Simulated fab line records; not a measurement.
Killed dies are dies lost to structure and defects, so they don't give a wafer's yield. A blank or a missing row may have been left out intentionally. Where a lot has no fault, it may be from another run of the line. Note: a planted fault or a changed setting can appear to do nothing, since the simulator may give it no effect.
Split-lot study || flow n5_finfet || 21 wafers read from 7 lots, route of 1938 steps

== ABOUT THE SPLIT ==
At N5_SD_EPI_P_ETCH_16 (etches SiO2 in CHF3/O2, target depth 5 nm), the setting target_depth_a was moved away from the recipe's 50 angstrom on 7 of the 21 wafers read, by -11.5% to +9.1%. For the rest of the wafers, this setting stayed at what the recipe calls for.

The split's own step is where the reading is taken.

== THE READING ==
etch.depth_nm (the simulator's own value, which no gauge read), in nm, at N5_SD_EPI_P_ETCH_16 (etches SiO2 in CHF3/O2, target depth 5 nm). No usual value for it is given in the file. Across the 14 wafers here that went through the recipe, the average is 4.906 nm and the standard deviation 0.13 nm.

{"wafer": "L079.1", "tool, chamber at the split": "rie_diel-03, 0", "target_depth_a as run, angstrom": 54.53, "against the recipe": "+9.1%", "etch.depth_nm, nm": 5.29, "against lot-mates on the recipe": "+0.373"}
{"wafer": "L079.2", "tool, chamber at the split": "rie_diel-03, 2", "target_depth_a as run, angstrom": 50, "against the recipe": "recipe", "etch.depth_nm, nm": 4.973, "against lot-mates on the recipe": "-"}
{"wafer": "L079.6", "tool, chamber at the split": "rie_diel-03, 0", "target_depth_a as run, angstrom": 50, "against the recipe": "recipe", "etch.depth_nm, nm": 4.861, "against lot-mates on the recipe": "-"}
{"wafer": "L084.1", "tool, chamber at the split": "rie_diel-02, 3", "target_depth_a as run, angstrom": 50, "against the recipe": "recipe", "etch.depth_nm, nm": 4.677, "against lot-mates on the recipe": "-"}
{"wafer": "L084.2", "tool, chamber at the split": "rie_diel-02, 2", "target_depth_a as run, angstrom": 50, "against the recipe": "recipe", "etch.depth_nm, nm": 5.001, "against lot-mates on the recipe": "-"}
{"wafer": "L084.5", "tool, chamber at the split": "rie_diel-02, 1", "target_depth_a as run, angstrom": 50, "against the recipe": "recipe", "etch.depth_nm, nm": 4.925, "against lot-mates on the recipe": "-"}
{"wafer": "L085.3", "tool, chamber at the split": "rie_diel-06, 2", "target_depth_a as run, angstrom": 50, "against the recipe": "recipe", "etch.depth_nm, nm": 4.807, "against lot-mates on the recipe": "-"}
{"wafer": "L085.4", "tool, chamber at the split": "rie_diel-06, 0", "target_depth_a as run, angstrom": 44.24, "against the recipe": "-11.5%", "etch.depth_nm, nm": 4.368, "against lot-mates on the recipe": -0.640}
{"wafer": "L085.6", "tool, chamber at the split": "rie_diel-06, 3", "target_depth_a as run, angstrom": 50, "against the recipe": "recipe", "etch.depth_nm, nm": 5.209, "against lot-mates on the recipe": "-"}
{"wafer": "L086.1", "tool, chamber at the split": "rie_diel-02, 3", "target_depth_a as run, angstrom": 50, "against the recipe": "recipe", "etch.depth_nm, nm": 4.709, "against lot-mates on the recipe": "-"}
{"wafer": "L086.3", "tool, chamber at the split": "rie_diel-02, 0", "target_depth_a as run, angstrom": 50, "against the recipe": "recipe", "etch.depth_nm, nm": 4.89, "against lot-mates on the recipe": "-"}
{"wafer": "L086.6", "tool, chamber at the split": "rie_diel-02, 2", "target_depth_a as run, angstrom": 50, "against the recipe": "recipe", "etch.depth_nm, nm": 4.984, "against lot-mates on the recipe": "-"}
{"wafer": "L089.1", "tool, chamber at the split": "rie_diel-02, 1", "target_depth_a as run, angstrom": 50, "against the recipe": "recipe", "etch.depth_nm, nm": 4.932, "against lot-mates on the recipe": "-"}
{"wafer": "L089.2", "tool, chamber at the split": "rie_diel-02, 0", "target_depth_a as run, angstrom": 44.38, "against the recipe": "-11.2%", "etch.depth_nm, nm": 4.331, "against lot-mates on the recipe": -0.601}
{"wafer": "L089.4", "tool, chamber at the split": "rie_diel-02, 3", "target_depth_a as run, angstrom": 44.38, "against the recipe": "-11.2%", "etch.depth_nm, nm": 4.165, "against lot-mates on the recipe": -0.767}
{"wafer": "L090.1", "tool, chamber at the split": "rie_diel-03, 3", "target_depth_a as run, angstrom": 50, "against the recipe": "recipe", "etch.depth_nm, nm": 4.769, "against lot-mates on the recipe": "-"}
{"wafer": "L090.4", "tool, chamber at the split": "rie_diel-03, 0", "target_depth_a as run, angstrom": 54.54, "against the recipe": "+9.1%", "etch.depth_nm, nm": 5.291, "against lot-mates on the recipe": "+0.522"}
{"wafer": "L090.5", "tool, chamber at the split": "rie_diel-03, 3", "target_depth_a as run, angstrom": 54.54, "against the recipe": "+9.1%", "etch.depth_nm, nm": 5.227, "against lot-mates on the recipe": "+0.458"}
{"wafer": "L094.1", "tool, chamber at the split": "rie_diel-06, 0", "target_depth_a as run, angstrom": 50, "against the recipe": "recipe", "etch.depth_nm, nm": 4.974, "against lot-mates on the recipe": "-"}
{"wafer": "L094.3", "tool, chamber at the split": "rie_diel-06, 3", "target_depth_a as run, angstrom": 52.43, "against the recipe": "+4.9%", "etch.depth_nm, nm": 5.411, "against lot-mates on the recipe": "+0.438"}
{"wafer": "L094.6", "tool, chamber at the split": "rie_diel-06, 0", "target_depth_a as run, angstrom": 50, "against the recipe": "recipe", "etch.depth_nm, nm": 4.971, "against lot-mates on the recipe": "-"}

FIT RESULTS
A straight line over all 21 wafers: etch.depth_nm changes by +0.0508 nm for each +1% of target_depth_a; r = +0.91; the points scatter about the line by 0.14 nm.
The same after taking each lot's own level away (the mean of its wafers on the recipe; 21 wafers): +0.0566 nm for each +1%; r = +0.95; scatter 0.11 nm.
On that fit, the largest move of target_depth_a shifts the reading by 0.65 nm.
Measured against the standard deviation above, the lots' own levels, which go from 4.7690 to 5.0080 nm, span 1.8 times it.
So the lot-to-lot level changes the slope: the two fits differ.
Check: with one of the wafers moved furthest among these (-11.5%) left out of the fit, the line predicts -0.663 nm for it against its lot-mates. Against them it came out at -0.64 nm.

== FURTHER SPLITS ON THESE WAFERS ==
Before the reading, these wafers also passed through other splits. Each is held against what the fit with the lots' levels taken away leaves over:
{"other split on the same wafers": "N5_WELL_APT_COAT_02 spin_rpm", "wafers away from the commonest value": 2, "r with etch.depth_nm (lot level and that fit taken away)": -0.50}
{"other split on the same wafers": "N5_DUMMY_GATE_CVD_03 temp_c", "wafers away from the commonest value": 12, "r with etch.depth_nm (lot level and that fit taken away)": -0.10}
{"other split on the same wafers": "N5_DUMMY_GATE_COAT_35 spin_rpm", "wafers away from the commonest value": 7, "r with etch.depth_nm (lot level and that fit taken away)": "+0.25"}

== FILE'S OWN FIT ==
etch.depth_nm changes by +0.0559 nm for each +1% of target_depth_a, r = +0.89.
